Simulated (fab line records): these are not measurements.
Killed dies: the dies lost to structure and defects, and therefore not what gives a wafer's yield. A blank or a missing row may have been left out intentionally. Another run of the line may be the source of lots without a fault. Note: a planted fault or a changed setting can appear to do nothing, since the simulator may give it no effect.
Matching of chambers :: flow nand harc :: NHARC_A_STAIRCASE_ALD_415 on ald hk-04: 4 sister chambers
The step deposits SiO2, target thk 30 nm, pulse time 6 s, ald cycles 300. 4 wafers are shown with their chamber, then 11 later ones without.

WAFERS WITH THEIR CHAMBER
wafer: L087.1
chamber: 3
heater power w (W): 510

wafer: L087.5
chamber: 2
heater power w (W): 437

wafer: L088.6
chamber: 0
heater power w (W): 520

wafer: L089.4
chamber: 1
heater power w (W): 506

WAFERS WHOSE CHAMBER IS MISSING
wafer: L089.5
heater power w (W): 518

wafer: L089.6
heater power w (W): 519

wafer: L093.1
heater power w (W): 518

wafer: L093.2
heater power w (W): 520

wafer: L093.3
heater power w (W): 438

wafer: L097.1
heater power w (W): 550

wafer: L097.2
heater power w (W): 509

wafer: L097.6
heater power w (W): 552

wafer: L096.1
heater power w (W): 432

wafer: L096.4
heater power w (W): 548

wafer: L096.6
heater power w (W): 511

THE CHAMBER EACH PASSED THROUGH
wafer: L089.5
from the rows above: can't be placed: 0 or 3 or 1
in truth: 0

wafer: L089.6
from the rows above: can't be placed: 0 or 3 or 1
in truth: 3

wafer: L093.1
from the rows above: can't be placed: 0 or 3 or 1
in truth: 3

wafer: L093.2
from the rows above: can't be placed: 0 or 3 or 1
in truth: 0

wafer: L093.3
from the rows above: 2
in truth: 2

wafer: L097.1
from the rows above: can't be placed: 0 or 3 or 1
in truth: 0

wafer: L097.2
from the rows above: can't be placed: 3 or 1 or 0
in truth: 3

wafer: L097.6
from the rows above: can't be placed: 0 or 3 or 1
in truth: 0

wafer: L096.1
from the rows above: 2
in truth: 2

wafer: L096.4
from the rows above: can't be placed: 0 or 3 or 1
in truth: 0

wafer: L096.6
from the rows above: can't be placed: 3 or 1 or 0
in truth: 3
2 of 11 placed correctly. These rows do not allow placing 9 (true chamber among the candidates in 9). 0 placed wrongly.
How it was worked out, from the rows above alone: a wafer's distance from a chamber is the root of the sum, over the readings, of the square of ((its reading less the chamber's mean) divided by the reading's scatter). If the next closest chamber is less than 2 further off than the closest, the wafer can't be placed; otherwise it belongs to the closest. The mean given for a chamber averages the wafers shown for that chamber. The scatter: with one shown wafer a chamber, the root of the mean of the squares of how far each hidden wafer lies from its nearest shown one.
